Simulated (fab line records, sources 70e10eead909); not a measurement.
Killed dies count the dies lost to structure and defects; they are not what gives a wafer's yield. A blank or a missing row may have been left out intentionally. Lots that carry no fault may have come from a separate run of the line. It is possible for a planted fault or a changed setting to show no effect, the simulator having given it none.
Chamber matching / flow nand-harc / NHARC_A_SGD_CUT_CMP_21 on cmp-01: 4 sister chambers
The step polishes, target thk 148.19 nm. 8 wafers are shown with their chamber, then 10 later ones without.

## WAFERS, EACH WITH ITS CHAMBER
wafer=L083.3; chamber=2; motor-current-A (A)=9.7; edge-zone-pressure-frac=0.996
wafer=L083.4; chamber=1; motor-current-A (A)=10.8; edge-zone-pressure-frac=0.999
wafer=L084.4; chamber=1; motor-current-A (A)=11.3; edge-zone-pressure-frac=0.996
wafer=L087.2; chamber=3; motor-current-A (A)=10.8; edge-zone-pressure-frac=0.997
wafer=L087.3; chamber=0; motor-current-A (A)=12.5; edge-zone-pressure-frac=1.000
wafer=L087.6; chamber=3; motor-current-A (A)=11.1; edge-zone-pressure-frac=1.001
wafer=L090.1; chamber=2; motor-current-A (A)=10.2; edge-zone-pressure-frac=0.992
wafer=L090.4; chamber=0; motor-current-A (A)=12.5; edge-zone-pressure-frac=0.996

## WAFERS WITHOUT THEIR CHAMBER
wafer=L090.6; motor-current-A (A)=11.0; edge-zone-pressure-frac=1.001
wafer=L092.1; motor-current-A (A)=11.0; edge-zone-pressure-frac=1.008
wafer=L092.4; motor-current-A (A)=10.9; edge-zone-pressure-frac=1.001
wafer=L092.6; motor-current-A (A)=10.9; edge-zone-pressure-frac=1.006
wafer=L095.2; motor-current-A (A)=9.5; edge-zone-pressure-frac=0.998
wafer=L095.3; motor-current-A (A)=10.7; edge-zone-pressure-frac=1.002
wafer=L095.5; motor-current-A (A)=11.1; edge-zone-pressure-frac=0.995
wafer=L096.1; motor-current-A (A)=10.2; edge-zone-pressure-frac=1.004
wafer=L096.2; motor-current-A (A)=11.3; edge-zone-pressure-frac=1.003
wafer=L096.4; motor-current-A (A)=11.9; edge-zone-pressure-frac=1.006

## THE CHAMBER EACH PASSED THROUGH
wafer=L090.6; from the rows above=can't be placed: 3 or 1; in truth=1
wafer=L092.1; from the rows above=can't be placed: 3 or 1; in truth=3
wafer=L092.4; from the rows above=can't be placed: 3 or 1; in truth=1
wafer=L092.6; from the rows above=can't be placed: 3 or 1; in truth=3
wafer=L095.2; from the rows above=2; in truth=2
wafer=L095.3; from the rows above=can't be placed: 3 or 1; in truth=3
wafer=L095.5; from the rows above=can't be placed: 1 or 3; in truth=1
wafer=L096.1; from the rows above=can't be placed: 3 or 2 or 1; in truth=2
wafer=L096.2; from the rows above=can't be placed: 3 or 1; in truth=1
wafer=L096.4; from the rows above=can't be placed: 0 or 3 or 1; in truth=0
1 of 10 placed correctly. Not placeable from these rows: 9 (in 9, the candidates include the true chamber). 0 placed wrongly.
How it was worked out, from the rows above alone: a wafer's distance from a chamber is the root of the sum, over the readings, of the square of ((its reading less the chamber's mean) divided by the reading's scatter). If the next closest chamber is less than 2 further off than the closest, the wafer can't be placed; otherwise it belongs to the closest. For every chamber, the mean is computed from those of its wafers that are shown. The scatter is the square root of a quotient: the sum, over the shown wafers, of each reading's squared deviation from its chamber's mean, divided by wafers minus chambers.
